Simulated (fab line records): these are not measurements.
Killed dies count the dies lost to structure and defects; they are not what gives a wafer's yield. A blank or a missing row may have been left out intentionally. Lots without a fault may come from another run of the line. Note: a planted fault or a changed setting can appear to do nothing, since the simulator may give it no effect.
fab line records / flow n5_finfet
record: lots: 15 wafers: 45 last_day: 18
route steps=1938 shown BEOL_M4@1110 BEOL_M5@1113
lots that met no fault: taken from a fault-free run of the same line
start_h: hours from the record's opening day to when the first of the lot's shown wafers began / wait_h: how many hours have passed since the lot's step before this one / " identical to the entry in the row above / L1.1+2: one row covering several wafers at once / - no value, or no start given / * or withheld: withheld / < > ~ a bound
route shown NAME@n: NAME is a module with steps in the file, n the number in the route of the first one / usual: mean and standard deviation over wafers with no fault / same: alike in all rows / chamber/n: place in a boat / sites: per-site readings / _std_site: the values' standard deviation / _edge_site: mean of outer sites minus mean of inner sites / radius_mm: for every site, how far away it sits from the centre of the wafer / mask NAME#n: copy n / behind: the most recent tool/chamber to have shaped the wafer / hold: why the lot went on hold/how many hours it stayed there/how the hold came to an end / device: transistor that didn't switch, given as n, p or np / end of line: tests of these same wafers at the route's end / step lacking rows: just its recipe / killed: the dies lost at the first sort to structure and to defects; this is not the yield of the wafer / map: dies across one wafer; x = killed, . = not, _ = none there
set.NAME: the setting that was run; set.NAME@STEP: the one run at that earlier step / model.NAME: the simulator's own value behind a step, which no gauge read
one table for each step of the route and one row for each wafer, over a sample of lots
services: when a tool's chamber went out of use (start_h, in hours from the record's first day, below 0 if earlier), for how many hours, and the reason
== steps ==
step: N5_BEOL_M4_INSPECT_59
recipe: inspect_instrument: darkfield mode: post_dep
usual: raw_defect_count: 76/26
lot.wafer=L368.3 tool=defect_inspect-02 chamber=- start_h=174.15 wait_h=0.0 raw_defect_count=81
lot.wafer=L368.4 tool=defect_inspect-02 chamber=- start_h=174.15 wait_h=0.0 raw_defect_count=76
lot.wafer=L368.6 tool=defect_inspect-02 chamber=- start_h=174.15 wait_h=0.0 raw_defect_count=133
lot.wafer=L369.1 tool=defect_inspect-01 chamber=- start_h=194.99 wait_h=0.0 raw_defect_count=98
lot.wafer=L369.2 tool=defect_inspect-01 chamber=- start_h=194.99 wait_h=0.0 raw_defect_count=73
lot.wafer=L369.4 tool=defect_inspect-01 chamber=- start_h=194.99 wait_h=0.0 raw_defect_count=63
lot.wafer=L371.1 tool=defect_inspect-02 chamber=- start_h=196.94 wait_h=0.0 raw_defect_count=71
lot.wafer=L371.3 tool=defect_inspect-02 chamber=- start_h=196.94 wait_h=0.0 raw_defect_count=65
lot.wafer=L371.5 tool=defect_inspect-02 chamber=- start_h=196.94 wait_h=0.0 raw_defect_count=66
lot.wafer=L373.3 tool=defect_inspect-02 chamber=- start_h=205.03 wait_h=0.0 raw_defect_count=65
lot.wafer=L373.4 tool=defect_inspect-02 chamber=- start_h=205.03 wait_h=0.0 raw_defect_count=85
lot.wafer=L373.5 tool=defect_inspect-02 chamber=- start_h=205.03 wait_h=0.0 raw_defect_count=84
lot.wafer=L375.2 tool=defect_inspect-01 chamber=- start_h=215.66 wait_h=0.0 raw_defect_count=61
lot.wafer=L375.4 tool=defect_inspect-01 chamber=- start_h=215.66 wait_h=0.0 raw_defect_count=44
lot.wafer=L375.6 tool=defect_inspect-01 chamber=- start_h=215.66 wait_h=0.0 raw_defect_count=85
lot.wafer=L379.2 tool=defect_inspect-01 chamber=- start_h=240.93 wait_h=0.0 raw_defect_count=104
lot.wafer=L379.3 tool=defect_inspect-01 chamber=- start_h=240.93 wait_h=0.0 raw_defect_count=81
lot.wafer=L379.6 tool=defect_inspect-01 chamber=- start_h=240.93 wait_h=0.0 raw_defect_count=137
lot.wafer=L382.4 tool=defect_inspect-01 chamber=- start_h=261.94 wait_h=0.0 raw_defect_count=56
lot.wafer=L382.5 tool=defect_inspect-01 chamber=- start_h=261.94 wait_h=0.0 raw_defect_count=69
lot.wafer=L382.6 tool=defect_inspect-01 chamber=- start_h=261.94 wait_h=0.0 raw_defect_count=91
lot.wafer=L383.3 tool=defect_inspect-02 chamber=- start_h=273.78 wait_h=0.0 raw_defect_count=86
lot.wafer=L383.4 tool=defect_inspect-02 chamber=- start_h=273.78 wait_h=0.0 raw_defect_count=68
lot.wafer=L383.5 tool=defect_inspect-02 chamber=- start_h=273.78 wait_h=0.0 raw_defect_count=77
lot.wafer=L385.1 tool=defect_inspect-01 chamber=- start_h=277.73 wait_h=0.0 raw_defect_count=96
lot.wafer=L385.2 tool=defect_inspect-01 chamber=- start_h=277.73 wait_h=0.0 raw_defect_count=76
lot.wafer=L385.4 tool=defect_inspect-01 chamber=- start_h=277.73 wait_h=0.0 raw_defect_count=92
lot.wafer=L387.1 tool=defect_inspect-02 chamber=- start_h=293.55 wait_h=0.0 raw_defect_count=67
lot.wafer=L387.3 tool=defect_inspect-02 chamber=- start_h=293.55 wait_h=0.0 raw_defect_count=63
lot.wafer=L387.4 tool=defect_inspect-02 chamber=- start_h=293.55 wait_h=0.0 raw_defect_count=69
lot.wafer=L386.3 tool=defect_inspect-02 chamber=- start_h=293.80 wait_h=0.0 raw_defect_count=44
lot.wafer=L386.5 tool=defect_inspect-02 chamber=- start_h=293.80 wait_h=0.0 raw_defect_count=43
lot.wafer=L386.6 tool=defect_inspect-02 chamber=- start_h=293.80 wait_h=0.0 raw_defect_count=50
lot.wafer=L388.1 tool=defect_inspect-02 chamber=- start_h=296.59 wait_h=0.0 raw_defect_count=62
lot.wafer=L388.3 tool=defect_inspect-02 chamber=- start_h=296.59 wait_h=0.0 raw_defect_count=62
lot.wafer=L388.4 tool=defect_inspect-02 chamber=- start_h=296.59 wait_h=0.0 raw_defect_count=63
lot.wafer=L389.2 tool=defect_inspect-02 chamber=- start_h=296.82 wait_h=0.0 raw_defect_count=76
lot.wafer=L389.3 tool=defect_inspect-02 chamber=- start_h=296.82 wait_h=0.0 raw_defect_count=42
lot.wafer=L389.4 tool=defect_inspect-02 chamber=- start_h=296.82 wait_h=0.0 raw_defect_count=55
lot.wafer=L390.2 tool=defect_inspect-01 chamber=- start_h=303.85 wait_h=0.0 raw_defect_count=98
lot.wafer=L390.3 tool=defect_inspect-01 chamber=- start_h=303.85 wait_h=0.0 raw_defect_count=61
lot.wafer=L390.4 tool=defect_inspect-01 chamber=- start_h=303.85 wait_h=0.0 raw_defect_count=63
lot.wafer=L391.2 tool=defect_inspect-01 chamber=- start_h=320.20 wait_h=0.0 raw_defect_count=116
lot.wafer=L391.4 tool=defect_inspect-01 chamber=- start_h=320.20 wait_h=0.0 raw_defect_count=71
lot.wafer=L391.5 tool=defect_inspect-01 chamber=- start_h=320.20 wait_h=0.0 raw_defect_count=91
step: N5_BEOL_M5_CURE_79
recipe: temp_c: 385 time_s: 240 ambient: He/Ar material: SiCOH_lowk
usual: lamp_power_pct: 52.31/0.058 wafer_temp_C_max: 386.8/0.43
lot.wafer=L368.3 tool=uv_cure-02 chamber=1 start_h=175.65 wait_h=0.2 lamp_power_pct=52.20 wafer_temp_C_max=387.0
lot.wafer=L368.4 tool=uv_cure-02 chamber=1 start_h=175.65 wait_h=0.2 lamp_power_pct=52.15 wafer_temp_C_max=387.3
lot.wafer=L368.6 tool=uv_cure-02 chamber=1 start_h=175.65 wait_h=0.2 lamp_power_pct=52.40 wafer_temp_C_max=387.0
lot.wafer=L369.1 tool=uv_cure-03 chamber=0 start_h=196.04 wait_h=0.0 lamp_power_pct=52.36 wafer_temp_C_max=387.0
lot.wafer=L369.2 tool=uv_cure-03 chamber=0 start_h=196.04 wait_h=0.0 lamp_power_pct=52.33 wafer_temp_C_max=387.3
lot.wafer=L369.4 tool=uv_cure-03 chamber=0 start_h=196.04 wait_h=0.0 lamp_power_pct=52.30 wafer_temp_C_max=387.6
lot.wafer=L371.1 tool=uv_cure-02 chamber=1 start_h=197.99 wait_h=0.0 lamp_power_pct=52.34 wafer_temp_C_max=386.9
lot.wafer=L371.3 tool=uv_cure-02 chamber=1 start_h=197.99 wait_h=0.0 lamp_power_pct=52.38 wafer_temp_C_max=387.3
lot.wafer=L371.5 tool=uv_cure-02 chamber=1 start_h=197.99 wait_h=0.0 lamp_power_pct=52.22 wafer_temp_C_max=386.5
lot.wafer=L373.3 tool=uv_cure-01 chamber=2 start_h=206.24 wait_h=0.2 lamp_power_pct=52.28 wafer_temp_C_max=386.6
lot.wafer=L373.4 tool=uv_cure-01 chamber=2 start_h=206.24 wait_h=0.2 lamp_power_pct=52.23 wafer_temp_C_max=386.3
lot.wafer=L373.5 tool=uv_cure-01 chamber=2 start_h=206.24 wait_h=0.2 lamp_power_pct=52.32 wafer_temp_C_max=387.4
lot.wafer=L375.2 tool=uv_cure-01 chamber=2 start_h=216.80 wait_h=0.1 lamp_power_pct=52.36 wafer_temp_C_max=386.6
lot.wafer=L375.4 tool=uv_cure-01 chamber=2 start_h=216.80 wait_h=0.1 lamp_power_pct=52.23 wafer_temp_C_max=386.5
lot.wafer=L375.6 tool=uv_cure-01 chamber=2 start_h=216.80 wait_h=0.1 lamp_power_pct=52.34 wafer_temp_C_max=386.9
lot.wafer=L379.2 tool=uv_cure-02 chamber=1 start_h=242.06 wait_h=0.1 lamp_power_pct=52.40 wafer_temp_C_max=386.6
lot.wafer=L379.3 tool=uv_cure-02 chamber=1 start_h=242.06 wait_h=0.1 lamp_power_pct=52.27 wafer_temp_C_max=387.0
lot.wafer=L379.6 tool=uv_cure-02 chamber=1 start_h=242.06 wait_h=0.1 lamp_power_pct=52.24 wafer_temp_C_max=386.7
lot.wafer=L382.4 tool=uv_cure-01 chamber=1 start_h=263.24 wait_h=0.3 lamp_power_pct=52.39 wafer_temp_C_max=386.8
lot.wafer=L382.5 tool=uv_cure-01 chamber=1 start_h=263.24 wait_h=0.3 lamp_power_pct=52.27 wafer_temp_C_max=386.5
lot.wafer=L382.6 tool=uv_cure-01 chamber=1 start_h=263.24 wait_h=0.3 lamp_power_pct=52.32 wafer_temp_C_max=387.0
lot.wafer=L383.3 tool=uv_cure-03 chamber=1 start_h=274.99 wait_h=0.2 lamp_power_pct=52.31 wafer_temp_C_max=385.9
lot.wafer=L383.4 tool=uv_cure-03 chamber=1 start_h=274.99 wait_h=0.2 lamp_power_pct=52.23 wafer_temp_C_max=386.6
lot.wafer=L383.5 tool=uv_cure-03 chamber=1 start_h=274.99 wait_h=0.2 lamp_power_pct=52.28 wafer_temp_C_max=386.6
lot.wafer=L385.1 tool=uv_cure-03 chamber=1 start_h=278.78 wait_h=0.0 lamp_power_pct=52.36 wafer_temp_C_max=387.0
lot.wafer=L385.2 tool=uv_cure-03 chamber=1 start_h=278.78 wait_h=0.0 lamp_power_pct=52.33 wafer_temp_C_max=386.6
lot.wafer=L385.4 tool=uv_cure-03 chamber=1 start_h=278.78 wait_h=0.0 lamp_power_pct=52.24 wafer_temp_C_max=386.3
lot.wafer=L387.1 tool=uv_cure-01 chamber=0 start_h=294.60 wait_h=0.0 lamp_power_pct=52.26 wafer_temp_C_max=387.3
lot.wafer=L387.3 tool=uv_cure-01 chamber=0 start_h=294.60 wait_h=0.0 lamp_power_pct=52.29 wafer_temp_C_max=387.4
lot.wafer=L387.4 tool=uv_cure-01 chamber=0 start_h=294.60 wait_h=0.0 lamp_power_pct=52.22 wafer_temp_C_max=387.5
lot.wafer=L386.3 tool=uv_cure-02 chamber=0 start_h=295.01 wait_h=0.2 lamp_power_pct=52.42 wafer_temp_C_max=386.4
lot.wafer=L386.5 tool=uv_cure-02 chamber=0 start_h=295.01 wait_h=0.2 lamp_power_pct=52.31 wafer_temp_C_max=387.4
lot.wafer=L386.6 tool=uv_cure-02 chamber=0 start_h=295.01 wait_h=0.2 lamp_power_pct=52.31 wafer_temp_C_max=387.0
lot.wafer=L388.1 tool=uv_cure-01 chamber=2 start_h=297.64 wait_h=0.0 lamp_power_pct=52.21 wafer_temp_C_max=387.0
lot.wafer=L388.3 tool=uv_cure-01 chamber=2 start_h=297.64 wait_h=0.0 lamp_power_pct=52.36 wafer_temp_C_max=386.4
lot.wafer=L388.4 tool=uv_cure-01 chamber=2 start_h=297.64 wait_h=0.0 lamp_power_pct=52.33 wafer_temp_C_max=386.2
lot.wafer=L389.2 tool=uv_cure-02 chamber=2 start_h=297.95 wait_h=0.1 lamp_power_pct=52.37 wafer_temp_C_max=387.5
lot.wafer=L389.3 tool=uv_cure-02 chamber=2 start_h=297.95 wait_h=0.1 lamp_power_pct=52.27 wafer_temp_C_max=387.5
lot.wafer=L389.4 tool=uv_cure-02 chamber=2 start_h=297.95 wait_h=0.1 lamp_power_pct=52.37 wafer_temp_C_max=388.9
lot.wafer=L390.2 tool=uv_cure-02 chamber=1 start_h=304.98 wait_h=0.1 lamp_power_pct=52.39 wafer_temp_C_max=387.0
lot.wafer=L390.3 tool=uv_cure-02 chamber=1 start_h=304.98 wait_h=0.1 lamp_power_pct=52.46 wafer_temp_C_max=387.1
lot.wafer=L390.4 tool=uv_cure-02 chamber=1 start_h=304.98 wait_h=0.1 lamp_power_pct=52.35 wafer_temp_C_max=386.3
lot.wafer=L391.2 tool=uv_cure-01 chamber=2 start_h=321.34 wait_h=0.1 lamp_power_pct=52.31 wafer_temp_C_max=387.0
lot.wafer=L391.4 tool=uv_cure-01 chamber=2 start_h=321.34 wait_h=0.1 lamp_power_pct=52.29 wafer_temp_C_max=387.3
lot.wafer=L391.5 tool=uv_cure-01 chamber=2 start_h=321.34 wait_h=0.1 lamp_power_pct=52.35 wafer_temp_C_max=386.8
step: N5_BEOL_M5_HM_DEP_02
recipe: material: TiN target_thk_a: 200 temp_c: 25 chamber_pressure_pa: 0.49996
usual: throttle_valve_pct: 29.9/0.96
lot.wafer=L368.3 tool=pvd_sputter-01 chamber=- start_h=176.91 wait_h=0.9 throttle_valve_pct=30.2
lot.wafer=L368.4 tool=pvd_sputter-01 chamber=- start_h=176.91 wait_h=0.9 throttle_valve_pct=29.3
lot.wafer=L368.6 tool=pvd_sputter-01 chamber=- start_h=176.91 wait_h=0.9 throttle_valve_pct=30.0
lot.wafer=L369.1 tool=pvd_sputter-01 chamber=- start_h=196.88 wait_h=0.3 throttle_valve_pct=30.0
lot.wafer=L369.2 tool=pvd_sputter-01 chamber=- start_h=196.88 wait_h=0.3 throttle_valve_pct=29.3
lot.wafer=L369.4 tool=pvd_sputter-01 chamber=- start_h=196.88 wait_h=0.3 throttle_valve_pct=29.2
lot.wafer=L371.1 tool=pvd_sputter-02 chamber=- start_h=199.46 wait_h=0.9 throttle_valve_pct=31.2
lot.wafer=L371.3 tool=pvd_sputter-02 chamber=- start_h=199.46 wait_h=0.9 throttle_valve_pct=28.8
lot.wafer=L371.5 tool=pvd_sputter-02 chamber=- start_h=199.46 wait_h=0.9 throttle_valve_pct=32.5
lot.wafer=L373.3 tool=pvd_sputter-01 chamber=- start_h=210.99 wait_h=4.3 throttle_valve_pct=29.2
lot.wafer=L373.4 tool=pvd_sputter-01 chamber=- start_h=210.99 wait_h=4.3 throttle_valve_pct=30.4
lot.wafer=L373.5 tool=pvd_sputter-01 chamber=- start_h=210.99 wait_h=4.3 throttle_valve_pct=29.0
lot.wafer=L375.2 tool=pvd_sputter-01 chamber=- start_h=218.26 wait_h=1.0 throttle_valve_pct=29.4
lot.wafer=L375.4 tool=pvd_sputter-01 chamber=- start_h=218.26 wait_h=1.0 throttle_valve_pct=29.4
lot.wafer=L375.6 tool=pvd_sputter-01 chamber=- start_h=218.26 wait_h=1.0 throttle_valve_pct=29.3
lot.wafer=L379.2 tool=pvd_sputter-01 chamber=- start_h=243.24 wait_h=0.7 throttle_valve_pct=29.9
lot.wafer=L379.3 tool=pvd_sputter-01 chamber=- start_h=243.24 wait_h=0.7 throttle_valve_pct=30.4
lot.wafer=L379.6 tool=pvd_sputter-01 chamber=- start_h=243.24 wait_h=0.7 throttle_valve_pct=29.9
lot.wafer=L382.4 tool=pvd_sputter-02 chamber=- start_h=264.59 wait_h=1.0 throttle_valve_pct=32.5
lot.wafer=L382.5 tool=pvd_sputter-02 chamber=- start_h=264.59 wait_h=1.0 throttle_valve_pct=28.2
lot.wafer=L382.6 tool=pvd_sputter-02 chamber=- start_h=264.59 wait_h=1.0 throttle_valve_pct=30.9
lot.wafer=L383.3 tool=pvd_sputter-01 chamber=- start_h=276.54 wait_h=1.1 throttle_valve_pct=29.3
lot.wafer=L383.4 tool=pvd_sputter-01 chamber=- start_h=276.54 wait_h=1.1 throttle_valve_pct=29.1
lot.wafer=L383.5 tool=pvd_sputter-01 chamber=- start_h=276.54 wait_h=1.1 throttle_valve_pct=29.9
lot.wafer=L385.1 tool=pvd_sputter-02 chamber=- start_h=279.74 wait_h=0.4 throttle_valve_pct=31.0
lot.wafer=L385.2 tool=pvd_sputter-02 chamber=- start_h=279.74 wait_h=0.4 throttle_valve_pct=29.0
lot.wafer=L385.4 tool=pvd_sputter-02 chamber=- start_h=279.74 wait_h=0.4 throttle_valve_pct=28.3
lot.wafer=L387.1 tool=pvd_sputter-01 chamber=- start_h=296.04 wait_h=0.9 throttle_valve_pct=29.0
lot.wafer=L387.3 tool=pvd_sputter-01 chamber=- start_h=296.04 wait_h=0.9 throttle_valve_pct=30.2
lot.wafer=L387.4 tool=pvd_sputter-01 chamber=- start_h=296.04 wait_h=0.9 throttle_valve_pct=29.5
lot.wafer=L386.3 tool=pvd_sputter-01 chamber=- start_h=296.14 wait_h=0.7 throttle_valve_pct=28.9
lot.wafer=L386.5 tool=pvd_sputter-01 chamber=- start_h=296.14 wait_h=0.7 throttle_valve_pct=29.3
lot.wafer=L386.6 tool=pvd_sputter-01 chamber=- start_h=296.14 wait_h=0.7 throttle_valve_pct=30.0
lot.wafer=L388.1 tool=pvd_sputter-01 chamber=- start_h=298.66 wait_h=0.4 throttle_valve_pct=29.5
lot.wafer=L388.3 tool=pvd_sputter-01 chamber=- start_h=298.66 wait_h=0.4 throttle_valve_pct=30.0
lot.wafer=L388.4 tool=pvd_sputter-01 chamber=- start_h=298.66 wait_h=0.4 throttle_valve_pct=29.1
lot.wafer=L389.2 tool=pvd_sputter-01 chamber=- start_h=298.84 wait_h=0.4 throttle_valve_pct=29.9
lot.wafer=L389.3 tool=pvd_sputter-01 chamber=- start_h=298.84 wait_h=0.4 throttle_valve_pct=30.2
lot.wafer=L389.4 tool=pvd_sputter-01 chamber=- start_h=298.84 wait_h=0.4 throttle_valve_pct=29.3
lot.wafer=L390.2 tool=pvd_sputter-02 chamber=- start_h=305.91 wait_h=0.4 throttle_valve_pct=28.0
lot.wafer=L390.3 tool=pvd_sputter-02 chamber=- start_h=305.91 wait_h=0.4 throttle_valve_pct=31.1
lot.wafer=L390.4 tool=pvd_sputter-02 chamber=- start_h=305.91 wait_h=0.4 throttle_valve_pct=28.9
lot.wafer=L391.2 tool=pvd_sputter-03 chamber=- start_h=322.80 wait_h=1.0 throttle_valve_pct=30.4
lot.wafer=L391.4 tool=pvd_sputter-03 chamber=- start_h=322.80 wait_h=1.0 throttle_valve_pct=29.1
lot.wafer=L391.5 tool=pvd_sputter-03 chamber=- start_h=322.80 wait_h=1.0 throttle_valve_pct=30.3
step: N5_BEOL_M5_PEB_09
recipe: peb_temp_c: 100 peb_time_s: 60 resist: CAR-EUV
usual: chill_plate_temp_C: 23.00/0.11 exhaust_pa: 44.8/0.76
lot.wafer=L368.3 tool=litho_track-04 chamber=0 start_h=177.23 wait_h=0.0 chill_plate_temp_C=23.13 exhaust_pa=44.8
lot.wafer=L368.4 tool=litho_track-04 chamber=0 start_h=177.23 wait_h=0.0 chill_plate_temp_C=23.03 exhaust_pa=44.5
lot.wafer=L368.6 tool=litho_track-04 chamber=0 start_h=177.23 wait_h=0.0 chill_plate_temp_C=23.06 exhaust_pa=44.8
lot.wafer=L369.1 tool=litho_track-05 chamber=0 start_h=197.20 wait_h=0.1 chill_plate_temp_C=23.05 exhaust_pa=44.8
lot.wafer=L369.2 tool=litho_track-05 chamber=0 start_h=197.20 wait_h=0.1 chill_plate_temp_C=23.06 exhaust_pa=44.2
lot.wafer=L369.4 tool=litho_track-05 chamber=0 start_h=197.20 wait_h=0.1 chill_plate_temp_C=23.14 exhaust_pa=44.8
lot.wafer=L371.1 tool=litho_track-04 chamber=0 start_h=199.78 wait_h=0.1 chill_plate_temp_C=22.95 exhaust_pa=43.6
lot.wafer=L371.3 tool=litho_track-04 chamber=0 start_h=199.78 wait_h=0.1 chill_plate_temp_C=22.92 exhaust_pa=44.0
lot.wafer=L371.5 tool=litho_track-04 chamber=0 start_h=199.78 wait_h=0.1 chill_plate_temp_C=22.86 exhaust_pa=46.0
lot.wafer=L373.3 tool=litho_track-05 chamber=0 start_h=211.44 wait_h=0.0 chill_plate_temp_C=23.07 exhaust_pa=45.6
lot.wafer=L373.4 tool=litho_track-05 chamber=0 start_h=211.44 wait_h=0.0 chill_plate_temp_C=23.08 exhaust_pa=44.7
lot.wafer=L373.5 tool=litho_track-05 chamber=0 start_h=211.44 wait_h=0.0 chill_plate_temp_C=22.93 exhaust_pa=44.4
lot.wafer=L375.2 tool=litho_track-04 chamber=0 start_h=218.59 wait_h=0.0 chill_plate_temp_C=22.79 exhaust_pa=43.6
lot.wafer=L375.4 tool=litho_track-04 chamber=0 start_h=218.59 wait_h=0.0 chill_plate_temp_C=23.04 exhaust_pa=43.2
lot.wafer=L375.6 tool=litho_track-04 chamber=0 start_h=218.59 wait_h=0.0 chill_plate_temp_C=23.09 exhaust_pa=43.7
lot.wafer=L379.2 tool=litho_track-05 chamber=0 start_h=243.58 wait_h=0.0 chill_plate_temp_C=23.19 exhaust_pa=44.4
lot.wafer=L379.3 tool=litho_track-05 chamber=0 start_h=243.58 wait_h=0.0 chill_plate_temp_C=23.14 exhaust_pa=45.3
lot.wafer=L379.6 tool=litho_track-05 chamber=0 start_h=243.58 wait_h=0.0 chill_plate_temp_C=23.12 exhaust_pa=43.7
lot.wafer=L382.4 tool=litho_track-02 chamber=0 start_h=265.05 wait_h=0.0 chill_plate_temp_C=22.84 exhaust_pa=44.7
lot.wafer=L382.5 tool=litho_track-02 chamber=0 start_h=265.05 wait_h=0.0 chill_plate_temp_C=22.97 exhaust_pa=44.2
lot.wafer=L382.6 tool=litho_track-02 chamber=0 start_h=265.05 wait_h=0.0 chill_plate_temp_C=22.85 exhaust_pa=45.6
lot.wafer=L383.3 tool=litho_track-02 chamber=- start_h=276.99 wait_h=0.0 chill_plate_temp_C=- exhaust_pa=-
lot.wafer=L383.4 tool=litho_track-02 chamber=- start_h=276.99 wait_h=0.0 chill_plate_temp_C=- exhaust_pa=-
lot.wafer=L383.5 tool=litho_track-02 chamber=- start_h=276.99 wait_h=0.0 chill_plate_temp_C=- exhaust_pa=-
lot.wafer=L385.1 tool=litho_track-02 chamber=- start_h=280.19 wait_h=0.1 chill_plate_temp_C=- exhaust_pa=-
lot.wafer=L385.2 tool=litho_track-02 chamber=- start_h=280.19 wait_h=0.1 chill_plate_temp_C=- exhaust_pa=-
lot.wafer=L385.4 tool=litho_track-02 chamber=- start_h=280.19 wait_h=0.1 chill_plate_temp_C=- exhaust_pa=-
lot.wafer=L387.1 tool=litho_track-04 chamber=0 start_h=296.36 wait_h=0.1 chill_plate_temp_C=23.02 exhaust_pa=43.9
lot.wafer=L387.3 tool=litho_track-04 chamber=0 start_h=296.36 wait_h=0.1 chill_plate_temp_C=23.01 exhaust_pa=45.0
lot.wafer=L387.4 tool=litho_track-04 chamber=0 start_h=296.36 wait_h=0.1 chill_plate_temp_C=22.91 exhaust_pa=46.4
lot.wafer=L386.3 tool=litho_track-05 chamber=- start_h=296.46 wait_h=0.0 chill_plate_temp_C=- exhaust_pa=-
lot.wafer=L386.5 tool=litho_track-05 chamber=- start_h=296.46 wait_h=0.0 chill_plate_temp_C=- exhaust_pa=-
lot.wafer=L386.6 tool=litho_track-05 chamber=- start_h=296.46 wait_h=0.0 chill_plate_temp_C=- exhaust_pa=-
lot.wafer=L388.1 tool=litho_track-05 chamber=0 start_h=298.98 wait_h=0.1 chill_plate_temp_C=23.05 exhaust_pa=44.6
lot.wafer=L388.3 tool=litho_track-05 chamber=0 start_h=298.98 wait_h=0.1 chill_plate_temp_C=22.92 exhaust_pa=44.9
lot.wafer=L388.4 tool=litho_track-05 chamber=0 start_h=298.98 wait_h=0.1 chill_plate_temp_C=22.73 exhaust_pa=43.8
lot.wafer=L389.2 tool=litho_track-05 chamber=0 start_h=299.16 wait_h=0.0 chill_plate_temp_C=22.85 exhaust_pa=46.3
lot.wafer=L389.3 tool=litho_track-05 chamber=0 start_h=299.16 wait_h=0.0 chill_plate_temp_C=22.90 exhaust_pa=45.4
lot.wafer=L389.4 tool=litho_track-05 chamber=0 start_h=299.16 wait_h=0.0 chill_plate_temp_C=23.03 exhaust_pa=45.1
lot.wafer=L390.2 tool=litho_track-04 chamber=0 start_h=306.36 wait_h=0.0 chill_plate_temp_C=22.79 exhaust_pa=45.2
lot.wafer=L390.3 tool=litho_track-04 chamber=0 start_h=306.36 wait_h=0.0 chill_plate_temp_C=22.80 exhaust_pa=46.0
lot.wafer=L390.4 tool=litho_track-04 chamber=0 start_h=306.36 wait_h=0.0 chill_plate_temp_C=22.92 exhaust_pa=44.0
lot.wafer=L391.2 tool=litho_track-02 chamber=0 start_h=323.25 wait_h=0.0 chill_plate_temp_C=23.04 exhaust_pa=44.8
lot.wafer=L391.4 tool=litho_track-02 chamber=0 start_h=323.25 wait_h=0.0 chill_plate_temp_C=22.93 exhaust_pa=44.6
lot.wafer=L391.5 tool=litho_track-02 chamber=0 start_h=323.25 wait_h=0.0 chill_plate_temp_C=22.98 exhaust_pa=44.8
== services ==
tool=uv_cure-03 chamber=- start_h=198.98 hours=2.1 kind=pm
tool=uv_cure-02 chamber=- start_h=256.17 hours=13.8 kind=repair
tool=pvd_sputter-02 chamber=- start_h=281.56 hours=1.6 kind=repair
tool=uv_cure-03 chamber=- start_h=284.52 hours=24.9 kind=pm
tool=litho_track-04 chamber=- start_h=285.79 hours=- kind=consumable_replace:filter
tool=uv_cure-01 chamber=- start_h=308.10 hours=6.0 kind=pm
== key ==
first_sign: step: N5_BEOL_M5_PEB_09 reading: tool_record direction: missing
effect none on later readings
met_at N5_BEOL_M5_PEB_09
struck_lots L383,L385,L386
later_rows_left_out L383.3,L383.4,L383.5,L385.1,L385.2,L385.4,L386.3,L386.5,L386.6
sort_left_out L383.3,L383.4,L383.5,L385.1,L385.2,L385.4,L386.3,L386.5,L386.6
not_acting_at N5_BEOL_M4_INSPECT_59,N5_BEOL_M5_CURE_79,N5_BEOL_M5_HM_DEP_02
onset_between 265.05 276.99
fault: kind: skipped_step_whole tool: litho_track-02,litho_track-05 chamber: - onset_h: 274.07 steps: N5_BEOL_M5_PEB_09 scope: struck_lots_only
sort_left_out: the simulated sort isn't trusted on such a fault, so these wafers' sort isn't shown, and their yield isn't known
later_rows_left_out: the simulator's readings of these wafers behind a module that went badly wrong aren't trusted and aren't shown, but for the sort
